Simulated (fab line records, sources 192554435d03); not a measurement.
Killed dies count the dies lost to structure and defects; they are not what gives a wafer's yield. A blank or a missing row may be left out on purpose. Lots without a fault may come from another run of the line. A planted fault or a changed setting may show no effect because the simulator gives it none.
Problem report in the 8D (eight disciplines) form, filled by code + flow n5_finfet + the parts of the form that need people (team, actions taken, sign-off) are left out

1. THE PROBLEM
At N5_BEOL_M7_ETCH_41, rf_fwd_power_W averages 483.9 W over 6 wafers from 2 lots, while fault-free wafers read 390.6 W, standard deviation 1.4. Measured from the usual mean, that is +67 standard deviations.
The step: etches SiCN in CH3F/O2, target depth 31.9 nm, time 57.8 s.
Earliest sighting: wafer L192.1 on rie_diel-03 at day 12 01:27. At this step, 26 wafers from 9 lots have a number in the record. By rule, "out" or "out of limits" means more than 4 standard deviations away from the usual mean. All remaining wafers that have a number are taken as sound.

2. WHAT IT IS, WHAT IT ISN'T
| question                    | is                       | is not                                                                                            |
|-----------------------------|--------------------------|---------------------------------------------------------------------------------------------------|
| which readings at this step | rf_fwd_power_W, rf_vpp_V | chamber_pressure_mTorr, drypump_motor_current_A, oes_product_au, showerhead_plenum_p_Torr         |
| which lots                  | L192, L193               | L184, L197, L199, L200, L202, L204, L205                                                          |
| which wafers of those lots  | all that have a number   | -                                                                                                 |
| read on which tools         | rie_diel-03              | rie_diel-04, rie_diel-06                                                                          |
| when                        | from day 12 01:27        | up to then (3 sound wafers); but 17 sound wafers of L197, L199, L200, L202, L204, L205 came after |

3. THE SUSPECTS, EACH WITH WHAT RULES IT OUT
Counting: a tool at any process step up to the reading remains a suspect when it ran all the lots that are out and ran no sound lot after the first of those.
- rie_diel-03 at N5_BEOL_M7_ETCH_72 (etches underlayer in N2/H2, target depth 6.5 nm, time 5.2 s): ruled out as a lasting fault. The sound lots L199, L204, L205 went through it after L192, its earliest lot that is out (day 12 01:11).
- rie_diel-03 at N5_BEOL_M7_ETCH_65 (etches SiARC in CF4, target depth 15.6 nm, time 26 s): ruled out as a lasting fault. The sound lots L199, L204, L205 went through it after L192, its earliest lot that is out (day 12 01:12).
- rie_diel-03 at N5_BEOL_M7_ETCH_41 (etches SiCN in CH3F/O2, target depth 31.9 nm, time 57.8 s): ruled out as a lasting fault. The sound lots L199, L204, L205 went through it after L192, its earliest lot that is out (day 12 01:27).
Left after counting: nothing in the record.

4. THE CAUSE (what the simulator had put in)
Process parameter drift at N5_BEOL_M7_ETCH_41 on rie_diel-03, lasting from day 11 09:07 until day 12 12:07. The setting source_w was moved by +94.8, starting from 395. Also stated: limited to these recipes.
Counting ruled it out, wrongly.

5. THE EFFECT CHAIN, in route order
One row per reading whose mean, taken over the struck wafers that have a number, lies over 3 standard deviations from the usual. Readings are gone through only where the record gives a usual standard deviation; hours: the median, over the lots, of the time from a lot's start at the first step in this table giving one to that lot's start at this step; sigmas: the change measured in usual standard deviations.
| hours | step               | reading        | usual   | on struck wafers | change | sigmas |
|-------|--------------------|----------------|---------|------------------|--------|--------|
| 0     | N5_BEOL_M7_ETCH_41 | rf_fwd_power_W | 390.6 W | 483.9            | +93.3  | +67    |
| 0     | N5_BEOL_M7_ETCH_41 | rf_vpp_V       | 297.4 V | 276.5            | -20.9  | -15    |
Here are the process steps it includes:
- N5_BEOL_M7_ETCH_41: etches SiCN in CH3F/O2, target depth 31.9 nm, time 57.8 s.

6. WHAT WOULD HAVE CAUGHT IT SOONER
In this record the first reading out of limits was taken at day 12 01:27, 16 hours after the fault began at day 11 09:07.
